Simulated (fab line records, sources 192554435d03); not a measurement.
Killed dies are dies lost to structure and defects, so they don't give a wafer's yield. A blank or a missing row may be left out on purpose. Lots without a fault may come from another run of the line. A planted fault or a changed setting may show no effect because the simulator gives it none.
fab line records | flow n5_finfet
record lots=24 wafers=72 last_day=20
route steps=1938 shown MOL_CONTACT_COAG@584 BEOL_M0_SAQP@634
lots that met no fault: from a run of the same line without faults
start_h: hours from the record's first day to the start of the lot's first wafer shown | wait_h: hours since the lot's step before | " the same as in the row above | L1.1+2: a row that stands for several wafers | - no value, or no start given | * or withheld: withheld | < > ~ a bound
route shown NAME@n: a module of which the file shows steps, and the number in the route of the first | usual: mean/standard deviation of fault-free wafers | same: alike in all rows | chamber/n: place in a boat | sites: the reading at each site | _std_site: their standard deviation | _edge_site: outer sites' mean less inner sites' | radius_mm: how far each site lies from the wafer's centre | mask NAME#n: copy n | behind: the tool/chamber that last shaped the wafer | hold: why the lot was held/for how many hours/how that ended | device: the transistor (n, p or np) that didn't switch | end of line: the same wafers' tests at the end of the route | a step without rows: its recipe alone | killed: dies lost to structure and defects at the first sort, not the wafer's yield | map: a wafer's dies, x killed, . not, _ none there
set.NAME: the setting as run; set.NAME@STEP: as run at that earlier step | model.NAME: the simulator's own value behind a step, which no gauge read
steps of the route over a sample of lots; a table a step, a row a wafer
services: from which hour (start_h, from the record's first day; less than 0 if before it) a tool's chamber was out of use, for how many hours, and why
## steps
# step N5_MOL_CONTACT_COAG_ETCHBACK_135
# recipe chemistry=CHF3 target=SiO2 target_depth_a=250 time_s=16.7 ion_energy_ev=200 pressure_mtorr=30 source_w=610 bias_w=170 Ar_flow_sccm=200 CHF3_flow_sccm=50
# usual chamber_pressure_mTorr=30.00/0.039 drypump_motor_current_A=5.7/0.4 oes_product_au=0.79/0.1 rf_vpp_V=520/4.7 showerhead_plenum_p_Torr=2.35/0.069 throttle_valve_pct=18.82/0.27
# columns lot.wafer tool chamber start_h wait_h chamber_pressure_mTorr drypump_motor_current_A oes_product_au rf_hours_counter_h rf_vpp_V showerhead_plenum_p_Torr throttle_valve_pct
L074.1 rie_diel-06 3 101.83 0.0 30.04 4.9 0.70 214 529 2.36 19.27
L074.2 " 2 " " 30.03 5.5 0.84 69 520 2.41 18.48
L074.5 " 2 " " 30.01 5.6 0.83 - 521 2.41 18.48
L075.1 rie_diel-03 0 108.97 0.0 29.99 5.7 0.75 142 512 2.29 18.89
L075.5 " 0 " " 30.05 5.7 0.75 - 512 2.29 18.89
L075.6 " 3 " " 30.01 5.3 0.71 - 523 2.36 18.62
L076.2 rie_diel-03 2 112.12 0.0 30.03 5.8 1.01 1 526 2.54 18.54
L076.3 " 3 " " 29.99 5.3 0.72 184 523 2.36 18.61
L076.5 " 1 " " 29.98 5.5 0.70 - 521 2.35 19.09
L077.1 rie_diel-03 1 121.04 0.0 29.98 5.4 0.70 216 520 2.35 19.10
L077.4 " 2 " " 29.99 5.8 0.99 5 523 2.54 18.55
L077.5 " 2 " " 30.02 5.8 0.99 - 524 2.54 18.56
L078.1 rie_diel-03 1 124.01 0.0 29.95 5.5 0.70 217 521 2.35 19.10
L078.5 " 2 " " 29.99 5.8 0.97 - 524 2.54 18.55
L078.6 " 1 " " 30.05 5.5 0.70 - 521 2.35 19.11
L079.1 rie_diel-05 3 128.39 0.0 30.01 5.4 0.71 191 515 2.36 19.14
L079.4 " 1 " " 30.04 6.5 0.73 - 514 2.27 18.90
L079.5 " 3 " " 29.98 5.4 0.70 - 515 2.36 19.16
L080.1 rie_diel-03 1 137.80 0.0 29.99 5.5 0.70 223 522 2.35 19.11
L080.5 " 1 " " 29.97 5.5 0.70 - 521 2.35 19.12
L080.6 " 2 " " 30.01 5.8 0.96 - 524 2.53 18.55
L081.4 rie_diel-05 2 147.49 0.0 30.02 6.3 0.74 172 521 2.37 18.82
L081.5 " 3 " " 29.98 5.4 0.70 - 514 2.36 19.15
L081.6 " 0 " " 29.99 6.5 0.98 - 519 2.34 18.17
L082.2 rie_diel-03 0 149.38 0.0 29.98 5.7 0.75 156 512 2.28 18.92
L082.4 " 3 " " 29.98 5.3 0.70 198 522 2.35 18.63
L082.5 " 1 " " 29.96 5.5 0.69 - 519 2.34 19.11
L083.4 rie_diel-03 1 154.09 0.0 29.96 5.4 0.70 229 521 2.34 19.13
L083.5 " 1 " " 30.03 5.4 0.70 - 519 2.34 19.12
L083.6 " 0 " " 29.97 5.7 0.74 - 513 2.28 18.92
L084.1 rie_diel-05 3 164.90 0.0 30.03 5.4 0.70 204 514 2.36 19.19
L084.2 " 2 " " 30.01 6.3 0.73 177 521 2.37 18.82
L084.4 " 0 " " 30.00 6.5 0.95 7 521 2.34 18.19
L085.2 rie_diel-06 0 165.16 0.0 29.67 5.7 0.70 242 527 2.35 19.02
L085.3 " 2 " " 30.03 5.5 0.81 89 520 2.40 18.51
L085.5 " 3 " " 29.97 4.9 0.70 - 528 2.35 19.29
L086.2 rie_diel-06 1 173.16 0.0 30.01 5.8 0.77 138 519 2.30 18.91
L086.4 " 2 " " 29.99 5.5 0.81 93 521 2.40 18.52
L086.6 " 1 " " 30.01 5.8 0.77 - 517 2.30 18.94
L087.3 rie_diel-05 0 174.10 0.0 30.02 6.5 0.96 10 520 2.34 18.19
L087.4 " 2 " " 30.01 6.2 0.73 180 520 2.36 18.83
L087.6 " 1 " " 29.99 6.5 0.72 - 512 2.26 18.92
L088.4 rie_diel-03 3 189.94 0.0 29.99 5.3 0.69 212 523 2.35 18.66
L088.5 " 1 " " 30.02 5.5 0.69 - 518 2.34 19.14
L088.6 " 2 " " 30.02 5.8 0.90 - 524 2.53 18.59
L089.1 rie_diel-05 0 194.96 0.0 29.95 6.5 0.92 16 520 2.34 18.20
L089.3 " 1 " " 30.05 6.5 0.72 221 514 2.26 18.92
L089.4 " 3 " " 29.96 5.4 0.71 213 516 2.35 19.16
L090.2 rie_diel-05 2 195.75 0.0 29.99 6.3 0.72 188 520 2.36 18.85
L090.4 " 3 " " 30.00 5.5 0.69 214 514 2.35 19.19
L090.6 " 1 " " 30.00 6.5 0.70 - 513 2.26 18.94
L091.2 rie_diel-06 1 204.50 0.0 30.03 5.8 0.76 149 518 2.29 18.95
L091.4 " 1 " " 30.01 5.9 0.76 - 517 2.29 18.95
L091.5 " 0 " " 30.05 5.7 0.98 - 527 2.35 18.65
L092.2 rie_diel-03 2 208.42 0.0 30.00 5.8 0.90 37 523 2.52 18.61
L092.4 " 1 " " 30.00 5.5 0.68 249 521 2.34 19.15
L092.6 " 1 " " 30.03 5.5 0.68 - 520 2.34 19.15
L093.1 rie_diel-06 1 217.54 0.0 30.06 5.8 0.74 154 519 2.29 18.96
L093.4 " 1 " " 30.04 5.8 0.76 - 518 2.29 18.95
L093.5 " 0 " " 30.01 5.7 0.96 - 527 2.34 18.65
L094.1 rie_diel-03 3 228.63 0.0 29.99 5.3 0.68 231 522 2.34 18.70
L094.2 " 2 " " 30.01 5.8 0.88 47 524 2.52 18.64
L094.4 " 0 " " 29.98 5.7 0.71 187 511 2.27 18.97
L095.3 rie_diel-06 0 232.25 0.0 30.01 5.7 0.93 11 526 2.34 18.68
L095.4 " 1 " " 30.04 5.8 0.75 161 518 2.29 18.95
L095.6 " 0 " " 29.95 5.7 0.94 - 527 2.34 18.66
L096.2 rie_diel-06 3 241.92 0.0 29.96 4.9 0.98 8 528 2.34 18.88
L096.4 " 2 " " 30.02 5.5 0.78 123 519 2.39 18.55
L096.6 " 1 " " 30.04 5.8 0.74 - 518 2.29 18.98
L097.1 rie_diel-06 2 244.38 0.0 30.07 5.5 0.78 124 519 2.39 18.57
L097.2 " 1 " " 29.97 5.8 0.74 167 519 2.29 18.98
L097.6 " 3 " " 30.03 4.9 0.99 - 530 2.34 18.89
# step N5_MOL_CONTACT_COAG_VIA_ETCH_46
# recipe chemistry=C4F6/O2 target_depth_a=460 overetch_a=92 mask_material=SOC target=SiO2 bias_w=455 pressure_mtorr=10 time_s=40 source_w=325 Ar_flow_sccm=300 C4F6_flow_sccm=10 O2_flow_sccm=10 ion_energy_ev=575.3 ends=end_point
# usual chamber_pressure_mTorr=10.000/0.0089 drypump_motor_current_A=5.7/0.4 oes_product_au=0.71/0.087 rf_vpp_V=1576/13 showerhead_plenum_p_Torr=2.81/0.082 throttle_valve_pct=41.0/0.31
# columns lot.wafer tool chamber start_h wait_h chamber_pressure_mTorr drypump_motor_current_A oes_product_au rf_hours_counter_h rf_vpp_V showerhead_plenum_p_Torr throttle_valve_pct
L074.1 rie_diel-06 3 101.86 0.0 9.993 4.9 0.64 214 1602 2.82 41.7
L074.2 " 2 " " 9.997 5.6 0.74 69 1577 2.87 40.7
L074.5 " 2 " " 10.014 5.5 0.75 - 1577 2.87 40.7
L075.1 rie_diel-03 0 109.00 0.0 9.982 5.7 0.68 142 1553 2.73 40.9
L075.5 " 0 " " 9.986 5.7 0.69 - 1552 2.73 41.0
L075.6 " 3 " " 9.988 5.3 0.66 - 1584 2.81 40.6
L076.2 rie_diel-03 2 112.16 0.0 9.999 5.8 0.87 1 1587 3.03 40.7
L076.3 " 3 " " 10.000 5.3 0.65 184 1585 2.81 40.5
L076.5 " 1 " " 10.007 5.5 0.64 - 1580 2.80 41.1
L077.1 rie_diel-03 1 121.07 0.0 9.998 5.5 0.63 217 1578 2.80 41.1
L077.4 " 2 " " 9.988 5.8 0.88 5 1588 3.02 40.7
L077.5 " 2 " " 10.003 5.8 0.88 - 1587 3.02 40.7
L078.1 rie_diel-03 1 124.04 0.0 10.001 5.5 0.63 217 1579 2.80 41.1
L078.5 " 2 " " 9.994 5.8 0.87 - 1586 3.02 40.7
L078.6 " 1 " " 10.001 5.5 0.63 - 1579 2.80 41.1
L079.1 rie_diel-05 3 128.42 0.0 10.002 5.4 0.63 191 1560 2.82 41.4
L079.4 " 1 " " 9.995 6.5 0.65 - 1557 2.71 40.9
L079.5 " 3 " " 10.006 5.4 0.65 - 1561 2.82 41.5
L080.1 rie_diel-03 1 137.84 0.0 10.007 5.5 0.63 223 1578 2.80 41.1
L080.5 " 1 " " 10.002 5.5 0.62 - 1579 2.80 41.1
L080.6 " 2 " " 10.013 5.8 0.85 - 1588 3.02 40.7
L081.4 rie_diel-05 2 147.53 0.0 9.997 6.3 0.66 172 1577 2.83 40.9
L081.5 " 3 " " 10.002 5.4 0.65 - 1561 2.82 41.5
L081.6 " 0 " " 10.000 6.4 0.87 - 1576 2.79 40.3
L082.2 rie_diel-03 0 149.41 0.0 9.993 5.7 0.68 156 1553 2.72 40.9
L082.4 " 3 " " 10.004 5.3 0.65 198 1584 2.81 40.6
L082.5 " 1 " " 9.989 5.4 0.63 - 1579 2.80 41.1
L083.4 rie_diel-03 1 154.12 0.0 10.002 5.5 0.63 229 1579 2.80 41.1
L083.5 " 1 " " 9.987 5.5 0.64 - 1578 2.80 41.1
L083.6 " 0 " " 9.994 5.7 0.68 - 1554 2.72 41.0
L084.1 rie_diel-05 3 164.93 0.0 10.014 5.4 0.63 204 1560 2.82 41.5
L084.2 " 2 " " 10.002 6.2 0.65 177 1577 2.82 40.9
L084.4 " 0 " " 9.998 6.5 0.84 7 1576 2.79 40.3
L085.2 rie_diel-06 0 165.19 0.0 9.984 5.7 0.64 242 1593 2.80 41.1
L085.3 " 2 " " 10.014 5.5 0.73 89 1577 2.86 40.7
L085.5 " 3 " " 10.001 4.9 0.63 - 1602 2.81 41.7
L086.2 rie_diel-06 1 173.19 0.0 9.996 5.8 0.68 138 1572 2.74 41.1
L086.4 " 2 " " 10.003 5.5 0.74 93 1577 2.86 40.7
L086.6 " 1 " " 9.995 5.8 0.69 - 1572 2.74 41.1
L087.3 rie_diel-05 0 174.13 0.0 10.004 6.5 0.83 10 1574 2.79 40.3
L087.4 " 2 " " 9.990 6.3 0.65 180 1577 2.82 40.9
L087.6 " 1 " " 9.989 6.5 0.64 - 1558 2.70 41.0
L088.4 rie_diel-03 3 189.98 0.0 10.005 5.3 0.64 212 1583 2.80 40.6
L088.5 " 1 " " 9.995 5.5 0.63 - 1577 2.79 41.1
L088.6 " 2 " " 10.011 5.8 0.83 - 1587 3.01 40.7
L089.1 rie_diel-05 0 194.99 0.0 9.989 6.4 0.80 16 1576 2.79 40.3
L089.3 " 1 " " 10.002 6.5 0.62 221 1557 2.70 41.0
L089.4 " 3 " " 10.001 5.4 0.63 213 1559 2.81 41.5
L090.2 rie_diel-05 2 195.78 0.0 10.006 6.3 0.66 188 1577 2.82 40.9
L090.4 " 3 " " 9.997 5.4 0.64 214 1559 2.81 41.5
L090.6 " 1 " " 10.001 6.5 0.64 - 1556 2.70 41.0
L091.2 rie_diel-06 1 204.54 0.0 10.005 5.8 0.68 149 1571 2.74 41.1
L091.4 " 1 " " 9.995 5.8 0.68 - 1571 2.74 41.1
L091.5 " 0 " " 9.992 5.7 0.89 - 1593 2.80 41.0
L092.2 rie_diel-03 2 208.45 0.0 9.985 5.8 0.79 37 1586 3.01 40.7
L092.4 " 1 " " 10.021 5.5 0.62 249 1577 2.79 41.1
L092.6 " 1 " " 10.001 5.5 0.61 - 1576 2.79 41.1
L093.1 rie_diel-06 1 217.57 0.0 10.001 5.8 0.68 154 1571 2.73 41.1
L093.4 " 1 " " 9.993 5.8 0.68 - 1571 2.73 41.1
L093.5 " 0 " " 10.006 5.7 0.85 - 1593 2.80 41.0
L094.1 rie_diel-03 3 228.66 0.0 10.005 5.3 0.62 231 1583 2.79 40.6
L094.2 " 2 " " 10.005 5.8 0.77 47 1587 3.00 40.7
L094.4 " 0 " " 10.016 5.7 0.65 188 1553 2.71 41.0
L095.3 rie_diel-06 0 232.28 0.0 10.006 5.7 0.82 12 1593 2.80 41.0
L095.4 " 1 " " 9.997 5.8 0.66 161 1572 2.73 41.1
L095.6 " 0 " " 9.993 5.7 0.82 - 1593 2.80 41.0
L096.2 rie_diel-06 3 241.95 0.0 10.008 4.9 0.85 8 1600 2.80 41.3
L096.4 " 2 " " 9.996 5.5 0.70 123 1575 2.85 40.7
L096.6 " 1 " " 10.002 5.8 0.67 - 1572 2.73 41.1
L097.1 rie_diel-06 2 244.41 0.0 9.989 5.5 0.69 124 1576 2.84 40.7
L097.2 " 1 " " 9.996 5.8 0.66 167 1571 2.73 41.1
L097.6 " 3 " " 10.005 4.9 0.87 - 1599 2.80 41.3
# step N5_MOL_CONTACT_COAG_ETCH_67
# recipe chemistry=N2/H2 target=SOC target_depth_a=600 overetch_a=210 mask_material=SiARC temp_c=40 time_s=101.2 ion_energy_ev=200 pressure_mtorr=30 source_w=840 bias_w=150 n2_flow_sccm=200 h2_flow_sccm=200
# usual chamber_pressure_mTorr=29.999/0.027 drypump_motor_current_A=5.8/0.47 oes_product_au=0.65/0.076 rf_vpp_V=522.9/2 showerhead_plenum_p_Torr=2.51/0.07 throttle_valve_pct=17.98/0.29
# columns lot.wafer tool chamber start_h wait_h chamber_pressure_mTorr drypump_motor_current_A oes_product_au rf_hours_counter_h rf_vpp_V showerhead_plenum_p_Torr throttle_valve_pct
L074.1 rie_diel-03 0 103.06 0.0 29.984 5.7 0.64 139 520.3 2.45 18.10
L074.2 " 1 " " 29.978 5.5 0.60 209 524.6 2.51 18.28
L074.5 " 3 " " 29.979 5.3 0.61 - 522.7 2.53 17.75
L075.1 rie_diel-05 3 110.25 0.0 30.002 5.5 0.61 182 522.8 2.52 18.27
L075.5 " 3 " " 30.064 5.5 0.61 - 522.1 2.52 18.26
L075.6 " 0 " " 30.009 6.5 0.58 - 521.8 2.50 17.75
L076.2 rie_diel-03 2 113.71 0.0 30.002 5.8 0.83 1 527.2 2.72 17.69
L076.3 " 1 " " 29.970 5.5 0.59 214 522.4 2.51 18.28
L076.5 " 1 " " 29.973 5.5 0.59 - 522.8 2.51 18.28
L077.1 rie_diel-05 1 122.72 0.0 30.043 6.5 0.61 196 519.7 2.43 18.12
L077.4 " 3 " " 30.015 5.4 0.60 - 523.8 2.52 18.29
L077.5 " 2 " " 29.979 6.3 0.63 - 525.1 2.54 17.97
L078.1 rie_diel-06 2 125.58 0.0 29.995 5.6 0.69 76 524.2 2.58 17.75
L078.5 " 3 " " 29.986 4.9 0.59 - 521.8 2.51 18.39
L078.6 " 2 " " 30.023 5.6 0.69 - 525.9 2.58 17.74
L079.1 rie_diel-03 1 129.79 0.0 29.982 5.5 0.58 220 523.0 2.51 18.28
L079.4 " 3 " " 30.019 5.3 0.60 191 523.4 2.52 17.77
L079.5 " 2 " " 30.013 5.9 0.79 - 529.0 2.71 17.70
L080.1 rie_diel-03 2 139.32 0.0 30.023 5.9 0.79 11 527.6 2.71 17.71
L080.5 " 1 " " 29.999 5.5 0.59 - 522.4 2.51 18.31
L080.6 " 2 " " 29.969 5.8 0.80 - 528.7 2.71 17.72
L081.4 rie_diel-05 1 148.86 0.0 29.972 6.5 0.61 207 521.5 2.42 18.13
L081.5 " 2 " " 29.986 6.3 0.62 - 524.1 2.53 17.99
L081.6 " 1 " " 30.009 6.5 0.60 - 520.5 2.42 18.12
L082.2 rie_diel-03 1 150.61 0.0 29.955 5.5 0.58 228 522.9 2.51 18.30
L082.4 " 3 " " 30.022 5.3 0.60 198 523.4 2.52 17.78
L082.5 " 1 " " 30.021 5.4 0.58 - 522.8 2.51 18.31
L083.4 rie_diel-06 3 155.25 0.0 30.000 4.9 0.58 231 523.2 2.51 18.42
L083.5 " 0 " " 30.028 5.7 0.60 - 521.4 2.50 18.09
L083.6 " 1 " " 29.993 5.8 0.65 - 520.8 2.44 17.94
L084.1 rie_diel-06 1 166.43 0.0 30.019 5.8 0.64 135 522.3 2.44 17.97
L084.2 " 0 " " 30.002 5.7 0.59 242 524.0 2.50 18.11
L084.4 " 3 " " 29.999 4.9 0.58 235 524.2 2.50 18.43
L085.2 rie_diel-05 2 166.58 0.0 29.938 6.3 0.62 178 522.5 2.53 17.99
L085.3 " 1 " " 29.997 6.5 0.60 211 520.2 2.42 18.14
L085.5 " 0 " " 29.978 6.5 0.79 - 522.4 2.50 17.34
L086.2 rie_diel-06 3 174.32 0.0 30.025 4.9 0.58 238 522.5 2.50 18.44
L086.4 " 0 " " 30.008 5.7 0.58 245 523.3 2.50 18.10
L086.6 " 1 " " 29.986 5.8 0.64 - 520.7 2.44 17.98
L087.3 rie_diel-03 0 175.55 0.0 30.013 5.7 0.62 165 520.7 2.44 18.16
L087.4 " 1 " " 30.015 5.5 0.58 236 523.2 2.50 18.31
L087.6 " 3 " " 29.992 5.3 0.59 - 523.5 2.52 17.79
L088.4 rie_diel-05 3 193.30 0.0 30.016 5.4 0.59 212 524.0 2.51 18.32
L088.5 " 3 " " 30.026 5.4 0.59 - 522.4 2.51 18.32
L088.6 " 2 " " 30.020 6.3 0.62 - 522.9 2.53 18.00
L089.1 rie_diel-06 1 196.30 0.0 29.982 5.8 0.64 146 521.7 2.44 17.98
L089.3 " 3 " " 29.986 4.9 0.58 248 520.4 2.50 18.43
L089.4 " 3 " " 30.011 4.9 0.58 - 524.1 2.50 18.45
L090.2 rie_diel-05 1 197.36 0.0 29.998 6.5 0.59 222 520.0 2.42 18.16
L090.4 " 3 " " 30.008 5.4 0.58 214 523.4 2.51 18.33
L090.6 " 1 " " 29.983 6.5 0.59 - 519.7 2.42 18.17
L091.2 rie_diel-05 2 206.91 0.0 29.976 6.3 0.62 191 524.0 2.53 18.01
L091.4 " 1 " " 30.005 6.5 0.59 225 518.9 2.42 18.17
L091.5 " 3 " " 30.020 5.4 0.58 - 523.0 2.50 18.32
L092.2 rie_diel-05 0 210.37 0.0 30.036 6.5 0.76 22 523.2 2.49 17.33
L092.4 " 1 " " 29.939 6.5 0.59 226 520.3 2.41 18.19
L092.6 " 0 " " 29.949 6.5 0.75 - 522.3 2.49 17.35
L093.1 rie_diel-05 2 218.79 0.0 29.959 6.3 0.61 195 523.8 2.52 18.04
L093.4 " 1 " " 30.023 6.5 0.58 229 520.3 2.41 18.17
L093.5 " 0 " " 29.989 6.5 0.76 - 522.9 2.49 17.36
L094.1 rie_diel-03 1 230.84 0.0 30.002 5.5 0.82 2 522.8 2.50 17.91
L094.2 " 3 " " 29.954 5.3 0.57 232 524.4 2.51 17.84
L094.4 " 2 " " 29.994 5.8 0.73 48 527.7 2.69 17.74
L095.3 rie_diel-06 1 236.76 0.0 29.992 5.8 0.63 163 521.0 2.43 18.02
L095.4 " 3 " " 29.999 4.9 0.83 5 522.3 2.50 17.99
L095.6 " 0 " " 30.019 5.7 0.76 - 521.4 2.49 17.70
L096.2 rie_diel-03 0 246.19 0.0 29.991 5.7 0.61 196 521.9 2.42 18.21
L096.4 " 1 " " 29.990 5.4 0.79 10 523.0 2.49 17.91
L096.6 " 2 " " 30.025 5.8 0.72 - 527.3 2.69 17.79
L097.1 rie_diel-06 3 248.04 0.0 29.948 4.9 0.80 11 522.5 2.49 18.01
L097.2 " 1 " " 30.056 5.8 0.62 169 521.1 2.43 18.02
L097.6 " 0 " " 29.989 5.7 0.76 - 523.3 2.49 17.72
# step N5_MOL_CONTACT_COAG_INSPECT_97
# recipe inspect_instrument=darkfield mode=post_anneal
# usual raw_defect_count=44/21
# columns lot.wafer tool chamber start_h wait_h raw_defect_count
L074.1 defect_inspect-02 - 107.35 0.0 30
L074.2 " - " " 38
L074.5 " - " " 34
L075.1 defect_inspect-02 - 114.54 0.0 62
L075.5 " - " " 37
L075.6 " - " " 42
L076.2 defect_inspect-01 - 118.00 0.0 42
L076.3 " - " " 29
L076.5 " - " " 30
L077.1 defect_inspect-02 - 127.06 0.0 25
L077.4 " - " " 36
L077.5 " - " " 31
L078.1 defect_inspect-01 - 130.10 0.0 29
L078.5 " - " " 24
L078.6 " - " " 16
L079.1 defect_inspect-02 - 134.45 0.0 33
L079.4 " - " " 39
L079.5 " - " " 27
L080.1 defect_inspect-01 - 143.59 0.0 104
L080.5 " - " " 79
L080.6 " - " " 60
L081.4 defect_inspect-01 - 153.19 0.1 22
L081.5 " - " " 24
L081.6 " - " " 22
L082.2 defect_inspect-02 - 156.16 0.1 28
L082.4 " - " " 23
L082.5 " - " " 44
L083.4 defect_inspect-02 - 159.58 0.1 31
L083.5 " - " " 67
L083.6 " - " " 62
L084.1 defect_inspect-02 - 170.70 0.0 39
L084.2 " - " " 27
L084.4 " - " " 29
L085.2 defect_inspect-02 - 173.72 0.0 56
L085.3 " - " " 21
L085.5 " - " " 34
L086.2 defect_inspect-01 - 178.61 0.0 51
L086.4 " - " " 38
L086.6 " - " " 82
L087.3 defect_inspect-02 - 181.63 0.1 54
L087.4 " - " " 36
L087.6 " - " " 51
L088.4 defect_inspect-02 - 197.65 0.1 112
L088.5 " - " " 48
L088.6 " - " " 112
L089.1 defect_inspect-02 - 200.76 0.0 85
L089.3 " - " " 81
L089.4 " - " " 75
L090.2 defect_inspect-01 - 214.05 0.0 45
L090.4 " - " " 67
L090.6 " - " " 36
L091.2 defect_inspect-02 - 214.05 0.0 39
L091.4 " - " " 26
L091.5 " - " " 30
L092.2 defect_inspect-02 - 217.06 0.1 42
L092.4 " - " " 32
L092.6 " - " " 38
L093.1 defect_inspect-02 - 223.07 0.0 49
L093.4 " - " " 50
L093.5 " - " " 38
L094.1 defect_inspect-01 - 235.11 0.0 66
L094.2 " - " " 42
L094.4 " - " " 41
L095.3 defect_inspect-01 - 241.24 0.1 25
L095.4 " - " " 46
L095.6 " - " " 39
L096.2 defect_inspect-01 - 250.48 0.0 44
L096.4 " - " " 60
L096.6 " - " " 67
L097.1 defect_inspect-01 - 253.46 0.0 41
L097.2 " - " " 42
L097.6 " - " " 33
# step N5_BEOL_M0_SAQP_HM_DEP_02
# recipe material=TiN target_thk_a=120 temp_c=25 chamber_pressure_pa=0.49996
# usual throttle_valve_pct=29.6/1.4
# columns lot.wafer tool chamber start_h wait_h throttle_valve_pct
L074.1 pvd_sputter-03 - 108.96 1.2 28.2
L074.2 " - " " 27.4
L074.5 " - " " 29.5
L075.1 pvd_sputter-03 - 116.57 1.7 29.7
L075.5 " - " " 32.2
L075.6 " - " " 27.5
L076.2 pvd_sputter-01 - 119.86 1.5 29.9
L076.3 " - " " 31.0
L076.5 " - " " 31.0
L077.1 pvd_sputter-01 - 128.96 1.5 29.7
L077.4 " - " " 30.8
L077.5 " - " " 31.0
L078.1 pvd_sputter-01 - 130.51 0.0 29.4
L078.5 " - " " 29.9
L078.6 " - " " 30.9
L079.1 pvd_sputter-01 - 137.86 3.0 29.2
L079.4 " - " " 29.8
L079.5 " - " " 29.0
L080.1 pvd_sputter-02 - 144.98 1.0 29.4
L080.5 " - " " 31.2
L080.6 " - " " 27.0
L081.4 pvd_sputter-01 - 155.36 1.8 29.8
L081.5 " - " " 28.8
L081.6 " - " " 28.6
L082.2 pvd_sputter-01 - 157.07 0.6 29.2
L082.4 " - " " 29.2
L082.5 " - " " 28.7
L083.4 pvd_sputter-02 - 162.45 2.5 31.1
L083.5 " - " " 29.5
L083.6 " - " " 27.2
L084.1 pvd_sputter-03 - 173.75 2.7 27.2
L084.2 " - " " 28.5
L084.4 " - " " 32.5
L085.2 pvd_sputter-02 - 174.60 0.5 31.3
L085.3 " - " " 29.4
L085.5 " - " " 31.0
L086.2 pvd_sputter-01 - 180.04 1.1 29.1
L086.4 " - " " 29.0
L086.6 " - " " 29.7
L087.3 pvd_sputter-03 - 182.82 0.9 32.1
L087.4 " - " " 28.5
L087.6 " - " " 32.4
L088.4 pvd_sputter-01 - 199.89 1.9 29.2
L088.5 " - " " 29.2
L088.6 " - " " 29.9
L089.1 pvd_sputter-01 - 201.73 0.6 29.7
L089.3 " - " " 29.1
L089.4 " - " " 30.8
L091.2 pvd_sputter-03 - 214.44 0.0 29.5
L091.4 " - " " 32.2
L091.5 " - " " 28.6
L090.2 pvd_sputter-02 - 216.42 2.0 30.8
L090.4 " - " " 26.9
L090.6 " - " " 30.9
L092.2 pvd_sputter-01 - 219.51 2.1 28.8
L092.4 " - " " 30.7
L092.6 " - " " 30.7
L093.1 pvd_sputter-01 - 223.81 0.4 29.0
L093.4 " - " " 30.8
L093.5 " - " " 29.5
L094.1 pvd_sputter-02 - 235.85 0.4 31.1
L094.2 " - " " 27.3
L094.4 " - " " 29.6
L095.3 pvd_sputter-01 - 242.21 0.6 30.9
L095.4 " - " " 29.0
L095.6 " - " " 29.8
L096.2 pvd_sputter-01 - 251.54 0.7 28.8
L096.4 " - " " 29.0
L096.6 " - " " 29.7
L097.1 pvd_sputter-02 - 254.75 0.9 29.4
L097.2 " - " " 30.8
L097.6 " - " " 31.0
# step N5_BEOL_M0_SAQP_THK_MEAS_05
# usual thk_nm=60.0/0.72
# columns lot.wafer tool chamber start_h wait_h thk_nm
L074.1 film_metro-01 - 109.29 0.1 59.4
L074.2 " - " " 58.7
L074.5 " - " " 60.2
L075.1 film_metro-01 - 116.90 0.1 59.4
L075.5 " - " " 60.5
L075.6 " - " " 59.7
L076.2 film_metro-01 - 120.20 0.1 59.5
L076.3 " - " " 60.3
L076.5 " - " " 60.3
L077.1 film_metro-02 - 129.30 0.1 58.9
L077.4 " - " " 60.4
L077.5 " - " " 59.9
L078.1 film_metro-01 - 130.84 0.1 59.4
L078.5 " - " " 59.8
L078.6 " - " " 60.6
L079.1 film_metro-01 - 138.21 0.1 59.5
L079.4 " - " " 59.8
L079.5 " - " " 60.1
L080.1 film_metro-02 - 145.40 0.1 58.6
L080.5 " - " " 59.3
L080.6 " - " " 60.1
L081.4 film_metro-01 - 155.65 0.0 61.0
L081.5 " - " " 60.8
L081.6 " - " " 60.9
L082.2 film_metro-01 - 157.40 0.1 59.9
L082.4 " - " " 60.5
L082.5 " - " " 61.4
L083.4 film_metro-01 - 162.80 0.0 59.5
L083.5 " - " " 60.5
L083.6 " - " " 60.4
L084.1 film_metro-01 - 174.09 0.1 59.7
L084.2 " - " " 60.2
L084.4 " - " " 61.9
L085.2 film_metro-02 - 174.94 0.1 59.3
L085.3 " - " " 59.1
L085.5 " - " " 60.4
L086.2 film_metro-02 - 180.37 0.1 60.5
L086.4 " - " " 60.5
L086.6 " - " " 60.5
L087.3 film_metro-02 - 183.15 0.1 59.7
L087.4 " - " " 61.2
L087.6 " - " " 60.0
L088.4 film_metro-02 - 200.23 0.0 59.0
L088.5 " - " " 59.6
L088.6 " - " " 59.2
L089.1 film_metro-02 - 202.06 0.1 59.6
L089.3 " - " " 59.5
L089.4 " - " " 60.4
L091.2 film_metro-02 - 214.87 0.1 60.2
L091.4 " - " " 60.2
L091.5 " - " " 61.4
L090.2 film_metro-01 - 216.85 0.1 59.4
L090.4 " - " " 60.4
L090.6 " - " " 60.9
L092.2 film_metro-02 - 219.84 0.1 59.7
L092.4 " - " " 60.4
L092.6 " - " " 60.8
L093.1 film_metro-02 - 224.23 0.1 59.6
L093.4 " - " " 60.9
L093.5 " - " " 60.9
L094.1 film_metro-01 - 236.18 0.1 59.4
L094.2 " - " " 60.1
L094.4 " - " " 60.9
L095.3 film_metro-02 - 242.56 0.1 59.1
L095.4 " - " " 60.2
L095.6 " - " " 60.3
L096.2 film_metro-02 - 251.88 0.1 59.9
L096.4 " - " " 60.7
L096.6 " - " " 60.4
L097.1 film_metro-02 - 255.08 0.1 59.6
L097.2 " - " " 59.6
L097.6 " - " " 60.6
## services
# columns tool chamber start_h hours kind
rie_diel-05 0 89.36 11.4 repair
rie_diel-03 2 92.45 - clean
rie_diel-03 2 92.45 - consumable_replace:focus_ring
rie_diel-03 2 92.45 - consumable_replace:showerhead
rie_diel-03 2 92.45 16.9 scheduled_down
rie_diel-03 2 92.45 16.9 vent_cycle
pvd_sputter-02 - 97.72 2.0 repair
rie_diel-05 0 111.47 - clean
rie_diel-05 0 111.47 - consumable_replace:focus_ring
rie_diel-05 - 156.79 2.8 pm
rie_diel-03 2 170.07 2.4 repair
rie_diel-06 0 187.27 - clean
rie_diel-06 0 187.27 - consumable_replace:focus_ring
rie_diel-06 0 187.27 16.8 scheduled_down
rie_diel-06 0 187.27 16.8 vent_cycle
rie_diel-06 3 204.37 - clean
rie_diel-06 3 204.37 - consumable_replace:focus_ring
rie_diel-06 3 204.37 20.5 scheduled_down
rie_diel-06 3 204.37 20.5 vent_cycle
rie_diel-03 1 211.56 - clean
rie_diel-03 1 211.56 - consumable_replace:focus_ring
rie_diel-03 1 211.56 15.2 scheduled_down
rie_diel-03 1 211.56 15.2 vent_cycle
rie_diel-05 - 223.81 28.1 pm
## key
fault none
